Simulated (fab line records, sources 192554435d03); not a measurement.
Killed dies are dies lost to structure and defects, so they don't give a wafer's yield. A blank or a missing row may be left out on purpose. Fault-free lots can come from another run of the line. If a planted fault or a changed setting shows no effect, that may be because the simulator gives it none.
Which tool is to blame? || flow n5_finfet || 24 lots with 72 wafers sampled at 5 steps, on a route of 1938 steps

## WHAT THE GAUGES READ, wafer by wafer
N5_BEOL_M3_THK_MEAS_53: measures by xrf.
{"lot": "L074", "measured": "day 7 16:43", "on": "film_metro-01", "M3_THK (nm)": "39.5 40.1 41.7"}
{"lot": "L075", "measured": "day 7 21:56", "on": "film_metro-02", "M3_THK (nm)": "39.9 39.0 39.2"}
{"lot": "L077", "measured": "day 9 16:16", "on": "film_metro-02", "M3_THK (nm)": "39.0 35.3 38.7"}
{"lot": "L078", "measured": "day 10 04:04", "on": "film_metro-02", "M3_THK (nm)": "40.1 41.3 42.3"}
{"lot": "L076", "measured": "day 10 12:20", "on": "film_metro-01", "M3_THK (nm)": "39.6 40.8 38.8"}
{"lot": "L083", "measured": "day 10 15:12", "on": "film_metro-02", "M3_THK (nm)": "38.8 36.3 39.3"}
{"lot": "L081", "measured": "day 10 19:05", "on": "film_metro-02", "M3_THK (nm)": "37.9 36.2 39.1"}
{"lot": "L080", "measured": "day 10 19:31", "on": "film_metro-02", "M3_THK (nm)": "38.1 38.7 41.8"}
{"lot": "L079", "measured": "day 10 21:19", "on": "film_metro-02", "M3_THK (nm)": "38.4 37.8 39.8"}
{"lot": "L082", "measured": "day 11 05:29", "on": "film_metro-01", "M3_THK (nm)": "37.6 37.2 40.3"}
{"lot": "L084", "measured": "day 11 08:28", "on": "film_metro-02", "M3_THK (nm)": "35.6 38.0 39.1"}
{"lot": "L085", "measured": "day 11 13:11", "on": "film_metro-01", "M3_THK (nm)": "40.7 41.0 40.8"}
{"lot": "L088", "measured": "day 11 17:31", "on": "film_metro-01", "M3_THK (nm)": "40.2 38.2 41.7"}
{"lot": "L086", "measured": "day 11 19:05", "on": "film_metro-01", "M3_THK (nm)": "37.4 37.9 37.9"}
{"lot": "L087", "measured": "day 12 03:01", "on": "film_metro-02", "M3_THK (nm)": "43.3 44.5 44.8"}
{"lot": "L091", "measured": "day 12 15:34", "on": "film_metro-01", "M3_THK (nm)": "36.7 39.6 42.1"}
{"lot": "L089", "measured": "day 12 21:56", "on": "film_metro-02", "M3_THK (nm)": "39.0 38.3 39.6"}
{"lot": "L093", "measured": "day 13 10:39", "on": "film_metro-02", "M3_THK (nm)": "38.7 42.3 41.8"}
{"lot": "L090", "measured": "day 13 13:31", "on": "film_metro-01", "M3_THK (nm)": "37.3 39.2 40.7"}
{"lot": "L092", "measured": "day 13 15:58", "on": "film_metro-02", "M3_THK (nm)": "39.5 39.6 40.2"}
{"lot": "L094", "measured": "day 13 18:01", "on": "film_metro-02", "M3_THK (nm)": "39.3 35.8 41.8"}
{"lot": "L095", "measured": "day 13 19:25", "on": "film_metro-02", "M3_THK (nm)": "37.5 37.7 39.5"}
{"lot": "L096", "measured": "day 14 00:29", "on": "film_metro-01", "M3_THK (nm)": "36.1 40.4 40.3"}
{"lot": "L097", "measured": "day 14 02:20", "on": "film_metro-01", "M3_THK (nm)": "39.1 37.1 40.4"}

## WHICH TOOL RAN EACH LOT (tool, then ch and the chambers of the sampled wafers, then the start)
{"lot": "L074", "N5_BEOL_M3_STRIP_97": "rie_diel-01 ch 0,2, day 7 13:17 or earlier", "N5_BEOL_M3_DEGAS_44": "pvd_sputter-02, day 7 13:17", "N5_BEOL_M3_SPUTTER_48": "pvd_sputter-01, day 7 14:04", "N5_BEOL_M3_SPUTTER_81": "pvd_sputter-01, day 7 14:30"}
{"lot": "L075", "N5_BEOL_M3_STRIP_97": "rie_diel-01 ch 1,2, day 7 18:46 or earlier", "N5_BEOL_M3_DEGAS_44": "pvd_sputter-02, day 7 18:46", "N5_BEOL_M3_SPUTTER_48": "pvd_sputter-02, day 7 19:23", "N5_BEOL_M3_SPUTTER_81": "pvd_sputter-02, day 7 19:49"}
{"lot": "L077", "N5_BEOL_M3_STRIP_97": "rie_diel-06 ch 1,3, day 9 13:05 or earlier", "N5_BEOL_M3_DEGAS_44": "pvd_sputter-02, day 9 13:05", "N5_BEOL_M3_SPUTTER_48": "pvd_sputter-03, day 9 13:43", "N5_BEOL_M3_SPUTTER_81": "pvd_sputter-03, day 9 14:10"}
{"lot": "L078", "N5_BEOL_M3_STRIP_97": "rie_diel-06 ch 1,2, day 10 00:43 or earlier", "N5_BEOL_M3_DEGAS_44": "pvd_sputter-01, day 10 00:43", "N5_BEOL_M3_SPUTTER_48": "pvd_sputter-01, day 10 01:23", "N5_BEOL_M3_SPUTTER_81": "pvd_sputter-01, day 10 01:50"}
{"lot": "L076", "N5_BEOL_M3_STRIP_97": "rie_diel-06 ch 0,1, day 10 08:36 or earlier", "N5_BEOL_M3_DEGAS_44": "pvd_sputter-03, day 10 08:36", "N5_BEOL_M3_SPUTTER_48": "pvd_sputter-01, day 10 09:34", "N5_BEOL_M3_SPUTTER_81": "pvd_sputter-01, day 10 10:01"}
{"lot": "L083", "N5_BEOL_M3_STRIP_97": "rie_diel-06 ch 0,1,3, day 10 11:43 or earlier", "N5_BEOL_M3_DEGAS_44": "pvd_sputter-02, day 10 11:43", "N5_BEOL_M3_SPUTTER_48": "pvd_sputter-03, day 10 12:24", "N5_BEOL_M3_SPUTTER_81": "pvd_sputter-03, day 10 12:50"}
{"lot": "L081", "N5_BEOL_M3_STRIP_97": "rie_diel-05 ch 0,1,2, day 10 15:54 or earlier", "N5_BEOL_M3_DEGAS_44": "pvd_sputter-02, day 10 15:54", "N5_BEOL_M3_SPUTTER_48": "pvd_sputter-03, day 10 16:32", "N5_BEOL_M3_SPUTTER_81": "pvd_sputter-03, day 10 16:59"}
{"lot": "L080", "N5_BEOL_M3_STRIP_97": "rie_diel-05 ch 0,1,2, day 10 16:17 or earlier", "N5_BEOL_M3_DEGAS_44": "pvd_sputter-01, day 10 16:17", "N5_BEOL_M3_SPUTTER_48": "pvd_sputter-01, day 10 16:58", "N5_BEOL_M3_SPUTTER_81": "pvd_sputter-01, day 10 17:25"}
{"lot": "L079", "N5_BEOL_M3_STRIP_97": "rie_diel-05 ch 1,2,3, day 10 16:49 or earlier", "N5_BEOL_M3_DEGAS_44": "pvd_sputter-01, day 10 16:49", "N5_BEOL_M3_SPUTTER_48": "pvd_sputter-03, day 10 18:46", "N5_BEOL_M3_SPUTTER_81": "pvd_sputter-03, day 10 19:12"}
{"lot": "L082", "N5_BEOL_M3_STRIP_97": "rie_diel-01 ch 2,3, day 11 02:06 or earlier", "N5_BEOL_M3_DEGAS_44": "pvd_sputter-01, day 11 02:06", "N5_BEOL_M3_SPUTTER_48": "pvd_sputter-01, day 11 02:52", "N5_BEOL_M3_SPUTTER_81": "pvd_sputter-01, day 11 03:18"}
{"lot": "L084", "N5_BEOL_M3_STRIP_97": "rie_diel-01 ch 0,2, day 11 05:20 or earlier", "N5_BEOL_M3_DEGAS_44": "pvd_sputter-01, day 11 05:20", "N5_BEOL_M3_SPUTTER_48": "pvd_sputter-01, day 11 05:55", "N5_BEOL_M3_SPUTTER_81": "pvd_sputter-01, day 11 06:22"}
{"lot": "L085", "N5_BEOL_M3_STRIP_97": "rie_diel-05 ch 0,1,3, day 11 08:18 or earlier", "N5_BEOL_M3_DEGAS_44": "pvd_sputter-01, day 11 08:18", "N5_BEOL_M3_SPUTTER_48": "pvd_sputter-03, day 11 10:38", "N5_BEOL_M3_SPUTTER_81": "pvd_sputter-03, day 11 11:05"}
{"lot": "L088", "N5_BEOL_M3_STRIP_97": "rie_diel-05 ch 0,1, day 11 13:26 or earlier", "N5_BEOL_M3_DEGAS_44": "pvd_sputter-03, day 11 13:26", "N5_BEOL_M3_SPUTTER_48": "pvd_sputter-02, day 11 14:46", "N5_BEOL_M3_SPUTTER_81": "pvd_sputter-02, day 11 15:13"}
{"lot": "L086", "N5_BEOL_M3_STRIP_97": "rie_diel-01 ch 0,1,2, day 11 15:43 or earlier", "N5_BEOL_M3_DEGAS_44": "pvd_sputter-01, day 11 15:43", "N5_BEOL_M3_SPUTTER_48": "pvd_sputter-03, day 11 16:32", "N5_BEOL_M3_SPUTTER_81": "pvd_sputter-03, day 11 16:59"}
{"lot": "L087", "N5_BEOL_M3_STRIP_97": "rie_diel-05 ch 0,1,3, day 11 23:13 or earlier", "N5_BEOL_M3_DEGAS_44": "pvd_sputter-03, day 11 23:13", "N5_BEOL_M3_SPUTTER_48": "pvd_sputter-02, day 12 00:20", "N5_BEOL_M3_SPUTTER_81": "pvd_sputter-02, day 12 00:46"}
{"lot": "L091", "N5_BEOL_M3_STRIP_97": "rie_diel-01 ch 0,1, day 12 12:08 or earlier", "N5_BEOL_M3_DEGAS_44": "pvd_sputter-01, day 12 12:08", "N5_BEOL_M3_SPUTTER_48": "pvd_sputter-03, day 12 13:01", "N5_BEOL_M3_SPUTTER_81": "pvd_sputter-03, day 12 13:27"}
{"lot": "L089", "N5_BEOL_M3_STRIP_97": "rie_diel-05 ch 0,1, day 12 17:07 or earlier", "N5_BEOL_M3_DEGAS_44": "pvd_sputter-03, day 12 17:07", "N5_BEOL_M3_SPUTTER_48": "pvd_sputter-03, day 12 19:24", "N5_BEOL_M3_SPUTTER_81": "pvd_sputter-03, day 12 19:50"}
{"lot": "L093", "N5_BEOL_M3_STRIP_97": "rie_diel-01 ch 0,2,3, day 13 06:58 or earlier", "N5_BEOL_M3_DEGAS_44": "pvd_sputter-03, day 13 06:58", "N5_BEOL_M3_SPUTTER_48": "pvd_sputter-02, day 13 07:59", "N5_BEOL_M3_SPUTTER_81": "pvd_sputter-02, day 13 08:25"}
{"lot": "L090", "N5_BEOL_M3_STRIP_97": "rie_diel-01 ch 1,2,3, day 13 10:05 or earlier", "N5_BEOL_M3_DEGAS_44": "pvd_sputter-03, day 13 10:05", "N5_BEOL_M3_SPUTTER_48": "pvd_sputter-02, day 13 10:40", "N5_BEOL_M3_SPUTTER_81": "pvd_sputter-02, day 13 11:06"}
{"lot": "L092", "N5_BEOL_M3_STRIP_97": "rie_diel-01 ch 1,3, day 13 12:37 or earlier", "N5_BEOL_M3_DEGAS_44": "pvd_sputter-03, day 13 12:37", "N5_BEOL_M3_SPUTTER_48": "pvd_sputter-01, day 13 13:24", "N5_BEOL_M3_SPUTTER_81": "pvd_sputter-01, day 13 13:50"}
{"lot": "L094", "N5_BEOL_M3_STRIP_97": "rie_diel-06 ch 0,1,3, day 13 12:41 or earlier", "N5_BEOL_M3_DEGAS_44": "pvd_sputter-02, day 13 12:41", "N5_BEOL_M3_SPUTTER_48": "pvd_sputter-02, day 13 15:02", "N5_BEOL_M3_SPUTTER_81": "pvd_sputter-02, day 13 15:29"}
{"lot": "L095", "N5_BEOL_M3_STRIP_97": "rie_diel-05 ch 1,2,3, day 13 15:50 or earlier", "N5_BEOL_M3_DEGAS_44": "pvd_sputter-01, day 13 15:50", "N5_BEOL_M3_SPUTTER_48": "pvd_sputter-01, day 13 16:52", "N5_BEOL_M3_SPUTTER_81": "pvd_sputter-01, day 13 17:18"}
{"lot": "L096", "N5_BEOL_M3_STRIP_97": "rie_diel-01 ch 0,1, day 13 20:55 or earlier", "N5_BEOL_M3_DEGAS_44": "pvd_sputter-03, day 13 20:55", "N5_BEOL_M3_SPUTTER_48": "pvd_sputter-02, day 13 21:56", "N5_BEOL_M3_SPUTTER_81": "pvd_sputter-02, day 13 22:23"}
{"lot": "L097", "N5_BEOL_M3_STRIP_97": "rie_diel-06 ch 1,2,3, day 13 23:10 or earlier", "N5_BEOL_M3_DEGAS_44": "pvd_sputter-03, day 13 23:10", "N5_BEOL_M3_SPUTTER_48": "pvd_sputter-03, day 13 23:47", "N5_BEOL_M3_SPUTTER_81": "pvd_sputter-03, day 14 00:13"}
- N5_BEOL_M3_STRIP_97: strips in N2/H2, time 10 s.
- N5_BEOL_M3_DEGAS_44: time 60 s.
- N5_BEOL_M3_SPUTTER_48: material Cu, target thk 4.5 nm, time 8.29 s.
- N5_BEOL_M3_SPUTTER_81: material Cu, target thk 4.5 nm, time 8.29 s.

## AS READ BY THE TOOLS THEMSELVES (means over the sampled wafers that have a number; for cases with no such wafer, the mark the record gives instead)
N5_BEOL_M3_STRIP_97.
{"lot": "L074", "tool": "rie_diel-01", "drypump_motor_current_A (A)": 5.66, "oes_product_au (a.u.)": 0.80, "rf_vpp_V (V)": 58.4, "showerhead_plenum_p_Torr (Torr)": 2.53, "throttle_valve_pct (%)": 23.3}
{"lot": "L075", "tool": "rie_diel-01", "drypump_motor_current_A (A)": 5.96, "oes_product_au (a.u.)": 0.80, "rf_vpp_V (V)": 59.2, "showerhead_plenum_p_Torr (Torr)": 2.61, "throttle_valve_pct (%)": 23.9}
{"lot": "L077", "tool": "rie_diel-06", "drypump_motor_current_A (A)": 5.96, "oes_product_au (a.u.)": 0.76, "rf_vpp_V (V)": 59.5, "showerhead_plenum_p_Torr (Torr)": 2.51, "throttle_valve_pct (%)": 23.5}
{"lot": "L078", "tool": "rie_diel-06", "drypump_motor_current_A (A)": 6.17, "oes_product_au (a.u.)": 0.74, "rf_vpp_V (V)": 58.7, "showerhead_plenum_p_Torr (Torr)": 2.43, "throttle_valve_pct (%)": 23.7}
{"lot": "L076", "tool": "rie_diel-06", "drypump_motor_current_A (A)": 6.03, "oes_product_au (a.u.)": 0.73, "rf_vpp_V (V)": 59.6, "showerhead_plenum_p_Torr (Torr)": 2.56, "throttle_valve_pct (%)": 23.8}
{"lot": "L083", "tool": "rie_diel-06", "drypump_motor_current_A (A)": 5.85, "oes_product_au (a.u.)": 0.76, "rf_vpp_V (V)": 58.0, "showerhead_plenum_p_Torr (Torr)": 2.58, "throttle_valve_pct (%)": 23.7}
{"lot": "L081", "tool": "rie_diel-05", "drypump_motor_current_A (A)": 5.57, "oes_product_au (a.u.)": 0.70, "rf_vpp_V (V)": 58.4, "showerhead_plenum_p_Torr (Torr)": 2.46, "throttle_valve_pct (%)": 23.6}
{"lot": "L080", "tool": "rie_diel-05", "drypump_motor_current_A (A)": 5.54, "oes_product_au (a.u.)": 0.69, "rf_vpp_V (V)": 58.7, "showerhead_plenum_p_Torr (Torr)": 2.46, "throttle_valve_pct (%)": 23.6}
{"lot": "L079", "tool": "rie_diel-05", "drypump_motor_current_A (A)": 5.53, "oes_product_au (a.u.)": 0.74, "rf_vpp_V (V)": 59.5, "showerhead_plenum_p_Torr (Torr)": 2.45, "throttle_valve_pct (%)": 23.6}
{"lot": "L082", "tool": "rie_diel-01", "drypump_motor_current_A (A)": 5.73, "oes_product_au (a.u.)": 0.76, "rf_vpp_V (V)": 59.2, "showerhead_plenum_p_Torr (Torr)": 2.61, "throttle_valve_pct (%)": 23.6}
{"lot": "L084", "tool": "rie_diel-01", "drypump_motor_current_A (A)": 5.65, "oes_product_au (a.u.)": 0.73, "rf_vpp_V (V)": 59.2, "showerhead_plenum_p_Torr (Torr)": 2.57, "throttle_valve_pct (%)": 23.7}
{"lot": "L085", "tool": "rie_diel-05", "drypump_motor_current_A (A)": 5.57, "oes_product_au (a.u.)": 0.75, "rf_vpp_V (V)": 59.0, "showerhead_plenum_p_Torr (Torr)": 2.45, "throttle_valve_pct (%)": 23.4}
{"lot": "L088", "tool": "rie_diel-05", "drypump_motor_current_A (A)": 5.38, "oes_product_au (a.u.)": 0.70, "rf_vpp_V (V)": 59.4, "showerhead_plenum_p_Torr (Torr)": 2.43, "throttle_valve_pct (%)": 23.5}
{"lot": "L086", "tool": "rie_diel-01", "drypump_motor_current_A (A)": 5.82, "oes_product_au (a.u.)": 0.77, "rf_vpp_V (V)": 59.0, "showerhead_plenum_p_Torr (Torr)": 2.55, "throttle_valve_pct (%)": 23.7}
{"lot": "L087", "tool": "rie_diel-05", "drypump_motor_current_A (A)": 5.57, "oes_product_au (a.u.)": 0.74, "rf_vpp_V (V)": 59.0, "showerhead_plenum_p_Torr (Torr)": 2.45, "throttle_valve_pct (%)": 23.5}
{"lot": "L091", "tool": "rie_diel-01", "drypump_motor_current_A (A)": 5.96, "oes_product_au (a.u.)": 0.81, "rf_vpp_V (V)": 58.9, "showerhead_plenum_p_Torr (Torr)": 2.54, "throttle_valve_pct (%)": 23.6}
{"lot": "L089", "tool": "rie_diel-05", "drypump_motor_current_A (A)": 5.36, "oes_product_au (a.u.)": 0.70, "rf_vpp_V (V)": 58.4, "showerhead_plenum_p_Torr (Torr)": 2.43, "throttle_valve_pct (%)": 23.5}
{"lot": "L093", "tool": "rie_diel-01", "drypump_motor_current_A (A)": 5.72, "oes_product_au (a.u.)": 0.78, "rf_vpp_V (V)": 59.6, "showerhead_plenum_p_Torr (Torr)": 2.54, "throttle_valve_pct (%)": 23.4}
{"lot": "L090", "tool": "rie_diel-01", "drypump_motor_current_A (A)": 5.87, "oes_product_au (a.u.)": 0.78, "rf_vpp_V (V)": 58.7, "showerhead_plenum_p_Torr (Torr)": 2.58, "throttle_valve_pct (%)": 23.6}
{"lot": "L092", "tool": "rie_diel-01", "drypump_motor_current_A (A)": 5.95, "oes_product_au (a.u.)": 0.84, "rf_vpp_V (V)": 59.5, "showerhead_plenum_p_Torr (Torr)": 2.56, "throttle_valve_pct (%)": 23.3}
{"lot": "L094", "tool": "rie_diel-06", "drypump_motor_current_A (A)": 5.85, "oes_product_au (a.u.)": 0.74, "rf_vpp_V (V)": 59.6, "showerhead_plenum_p_Torr (Torr)": 2.57, "throttle_valve_pct (%)": 23.7}
{"lot": "L095", "tool": "rie_diel-05", "drypump_motor_current_A (A)": 5.55, "oes_product_au (a.u.)": 0.83, "rf_vpp_V (V)": 58.8, "showerhead_plenum_p_Torr (Torr)": 2.44, "throttle_valve_pct (%)": 23.5}
{"lot": "L096", "tool": "rie_diel-01", "drypump_motor_current_A (A)": 5.98, "oes_product_au (a.u.)": 0.80, "rf_vpp_V (V)": 59.6, "showerhead_plenum_p_Torr (Torr)": 2.53, "throttle_valve_pct (%)": 23.6}
{"lot": "L097", "tool": "rie_diel-06", "drypump_motor_current_A (A)": 5.91, "oes_product_au (a.u.)": 0.75, "rf_vpp_V (V)": 59.1, "showerhead_plenum_p_Torr (Torr)": 2.51, "throttle_valve_pct (%)": 23.8}

N5_BEOL_M3_DEGAS_44.
{"lot": "L074", "tool": "pvd_sputter-02", "heater_power_w (W)": 309}
{"lot": "L075", "tool": "pvd_sputter-02", "heater_power_w (W)": 355}
{"lot": "L077", "tool": "pvd_sputter-02", "heater_power_w (W)": 330}
{"lot": "L078", "tool": "pvd_sputter-01", "heater_power_w (W)": 372}
{"lot": "L076", "tool": "pvd_sputter-03", "heater_power_w (W)": 333}
{"lot": "L083", "tool": "pvd_sputter-02", "heater_power_w (W)": 348}
{"lot": "L081", "tool": "pvd_sputter-02", "heater_power_w (W)": 328}
{"lot": "L080", "tool": "pvd_sputter-01", "heater_power_w (W)": 349}
{"lot": "L079", "tool": "pvd_sputter-01", "heater_power_w (W)": 382}
{"lot": "L082", "tool": "pvd_sputter-01", "heater_power_w (W)": 362}
{"lot": "L084", "tool": "pvd_sputter-01", "heater_power_w (W)": 378}
{"lot": "L085", "tool": "pvd_sputter-01", "heater_power_w (W)": 374}
{"lot": "L088", "tool": "pvd_sputter-03", "heater_power_w (W)": 352}
{"lot": "L086", "tool": "pvd_sputter-01", "heater_power_w (W)": 344}
{"lot": "L087", "tool": "pvd_sputter-03", "heater_power_w (W)": 317}
{"lot": "L091", "tool": "pvd_sputter-01", "heater_power_w (W)": 380}
{"lot": "L089", "tool": "pvd_sputter-03", "heater_power_w (W)": 337}
{"lot": "L093", "tool": "pvd_sputter-03", "heater_power_w (W)": 339}
{"lot": "L090", "tool": "pvd_sputter-03", "heater_power_w (W)": 329}
{"lot": "L092", "tool": "pvd_sputter-03", "heater_power_w (W)": 335}
{"lot": "L094", "tool": "pvd_sputter-02", "heater_power_w (W)": 353}
{"lot": "L095", "tool": "pvd_sputter-01", "heater_power_w (W)": 376}
{"lot": "L096", "tool": "pvd_sputter-03", "heater_power_w (W)": 355}
{"lot": "L097", "tool": "pvd_sputter-03", "heater_power_w (W)": 336}

N5_BEOL_M3_SPUTTER_48.
{"lot": "L074", "tool": "pvd_sputter-01", "throttle_valve_pct (%)": 31.5}
{"lot": "L075", "tool": "pvd_sputter-02", "throttle_valve_pct (%)": 30.8}
{"lot": "L077", "tool": "pvd_sputter-03", "throttle_valve_pct (%)": 29.5}
{"lot": "L078", "tool": "pvd_sputter-01", "throttle_valve_pct (%)": 30.1}
{"lot": "L076", "tool": "pvd_sputter-01", "throttle_valve_pct (%)": 30.8}
{"lot": "L083", "tool": "pvd_sputter-03", "throttle_valve_pct (%)": 28.6}
{"lot": "L081", "tool": "pvd_sputter-03", "throttle_valve_pct (%)": 28.7}
{"lot": "L080", "tool": "pvd_sputter-01", "throttle_valve_pct (%)": 31.4}
{"lot": "L079", "tool": "pvd_sputter-03", "throttle_valve_pct (%)": 28.6}
{"lot": "L082", "tool": "pvd_sputter-01", "throttle_valve_pct (%)": 29.9}
{"lot": "L084", "tool": "pvd_sputter-01", "throttle_valve_pct (%)": 32.1}
{"lot": "L085", "tool": "pvd_sputter-03", "throttle_valve_pct (%)": 29.4}
{"lot": "L088", "tool": "pvd_sputter-02", "throttle_valve_pct (%)": 30.6}
{"lot": "L086", "tool": "pvd_sputter-03", "throttle_valve_pct (%)": 29.3}
{"lot": "L087", "tool": "pvd_sputter-02", "throttle_valve_pct (%)": 30.5}
{"lot": "L091", "tool": "pvd_sputter-03", "throttle_valve_pct (%)": 28.7}
{"lot": "L089", "tool": "pvd_sputter-03", "throttle_valve_pct (%)": 29.2}
{"lot": "L093", "tool": "pvd_sputter-02", "throttle_valve_pct (%)": 30.5}
{"lot": "L090", "tool": "pvd_sputter-02", "throttle_valve_pct (%)": 31.0}
{"lot": "L092", "tool": "pvd_sputter-01", "throttle_valve_pct (%)": 30.9}
{"lot": "L094", "tool": "pvd_sputter-02", "throttle_valve_pct (%)": 30.8}
{"lot": "L095", "tool": "pvd_sputter-01", "throttle_valve_pct (%)": 30.2}
{"lot": "L096", "tool": "pvd_sputter-02", "throttle_valve_pct (%)": 30.2}
{"lot": "L097", "tool": "pvd_sputter-03", "throttle_valve_pct (%)": 29.0}

N5_BEOL_M3_SPUTTER_81.
{"lot": "L074", "tool": "pvd_sputter-01", "throttle_valve_pct (%)": 31.3}
{"lot": "L075", "tool": "pvd_sputter-02", "throttle_valve_pct (%)": 30.9}
{"lot": "L077", "tool": "pvd_sputter-03", "throttle_valve_pct (%)": 29.5}
{"lot": "L078", "tool": "pvd_sputter-01", "throttle_valve_pct (%)": 29.9}
{"lot": "L076", "tool": "pvd_sputter-01", "throttle_valve_pct (%)": 30.9}
{"lot": "L083", "tool": "pvd_sputter-03", "throttle_valve_pct (%)": 28.8}
{"lot": "L081", "tool": "pvd_sputter-03", "throttle_valve_pct (%)": 28.9}
{"lot": "L080", "tool": "pvd_sputter-01", "throttle_valve_pct (%)": 31.3}
{"lot": "L079", "tool": "pvd_sputter-03", "throttle_valve_pct (%)": 28.6}
{"lot": "L082", "tool": "pvd_sputter-01", "throttle_valve_pct (%)": 29.9}
{"lot": "L084", "tool": "pvd_sputter-01", "throttle_valve_pct (%)": 32.1}
{"lot": "L085", "tool": "pvd_sputter-03", "throttle_valve_pct (%)": 29.5}
{"lot": "L088", "tool": "pvd_sputter-02", "throttle_valve_pct (%)": 30.4}
{"lot": "L086", "tool": "pvd_sputter-03", "throttle_valve_pct (%)": 29.0}
{"lot": "L087", "tool": "pvd_sputter-02", "throttle_valve_pct (%)": 30.3}
{"lot": "L091", "tool": "pvd_sputter-03", "throttle_valve_pct (%)": 28.7}
{"lot": "L089", "tool": "pvd_sputter-03", "throttle_valve_pct (%)": 29.2}
{"lot": "L093", "tool": "pvd_sputter-02", "throttle_valve_pct (%)": 30.5}
{"lot": "L090", "tool": "pvd_sputter-02", "throttle_valve_pct (%)": 30.9}
{"lot": "L092", "tool": "pvd_sputter-01", "throttle_valve_pct (%)": 30.8}
{"lot": "L094", "tool": "pvd_sputter-02", "throttle_valve_pct (%)": 30.8}
{"lot": "L095", "tool": "pvd_sputter-01", "throttle_valve_pct (%)": 30.0}
{"lot": "L096", "tool": "pvd_sputter-02", "throttle_valve_pct (%)": 30.1}
{"lot": "L097", "tool": "pvd_sputter-03", "throttle_valve_pct (%)": 29.2}

## THE ANSWER, worked out from the rows above alone
Rule: what is usual is taken from the lots themselves. The widest of any qualifying gaps counts: lots, ordered by their means at a reading, are off when they make up no more than a third of the lots, leave a main group of 4 or more, and stand apart from it by 3 or more times the standard deviation of that group's means. A main group whose means are all the same, to the digits that the tables above print for the reading, isn't used. A lot without any number at a reading at which 4 lots or more have one is off too. Any other lot the step has rows for is counted as sound. Order of review: gauges by route order, followed by the tools' own readings, for which a lot's mean as printed above is used. The first step at which some lot is off is used, and at that step the reading that is off furthest; a lot without a number counts as furthest.
No lot is off at any reading shown: from this, nothing can be told.

## WHAT THE SIMULATOR HAD PUT IN
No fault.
